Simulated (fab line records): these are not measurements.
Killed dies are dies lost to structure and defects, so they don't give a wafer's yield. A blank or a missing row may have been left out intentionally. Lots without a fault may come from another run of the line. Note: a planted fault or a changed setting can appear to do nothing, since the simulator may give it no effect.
Matching of chambers | flow nand harc | NHARC_P_M0_ETCH_34 on rie diel-12 has 4 sister chambers
The step etches the open film in N2/H2, target depth 40 nm, overetch 12 nm, time 43.94 s. 4 wafers are shown with their chamber, then 11 later ones without.

== WAFERS WITH THEIR CHAMBER ==
wafer  | chamber | showerhead plenum p Torr (Torr)
L081.1 | 2       | 1.92
L086.4 | 3       | 2.13
L086.6 | 1       | 2.03
L087.1 | 0       | 1.97

== WAFERS WITH NO CHAMBER GIVEN ==
wafer  | showerhead plenum p Torr (Torr)
L087.3 | 1.91
L087.4 | 2.13
L089.1 | 1.91
L089.2 | 1.97
L089.6 | 1.91
L090.3 | 2.02
L090.4 | 1.97
L090.5 | 2.13
L097.1 | 1.91
L097.4 | 1.91
L097.6 | 2.02

== EACH ONE'S CHAMBER ==
wafer  | from the rows above | in truth
L087.3 | 2                   | 2
L087.4 | 3                   | 3
L089.1 | 2                   | 2
L089.2 | 0                   | 0
L089.6 | 2                   | 2
L090.3 | 1                   | 1
L090.4 | 0                   | 0
L090.5 | 3                   | 3
L097.1 | 2                   | 2
L097.4 | 2                   | 2
L097.6 | 1                   | 1
Correct placement for 11 of the 11. Not placeable from these rows: 0. Wrongly placed: 0.
How it was worked out, from the rows above alone: a wafer's distance from a chamber is the root of the sum, over the readings, of the square of ((its reading less the chamber's mean) divided by the reading's scatter). The wafer belongs to the nearest chamber; if the next one is less than 2 further off, it can't be placed. A chamber's mean is the mean of its shown wafers. The scatter (one wafer shown for each chamber): square how far every hidden wafer sits from the nearest shown wafer, average those squares and take the square root.
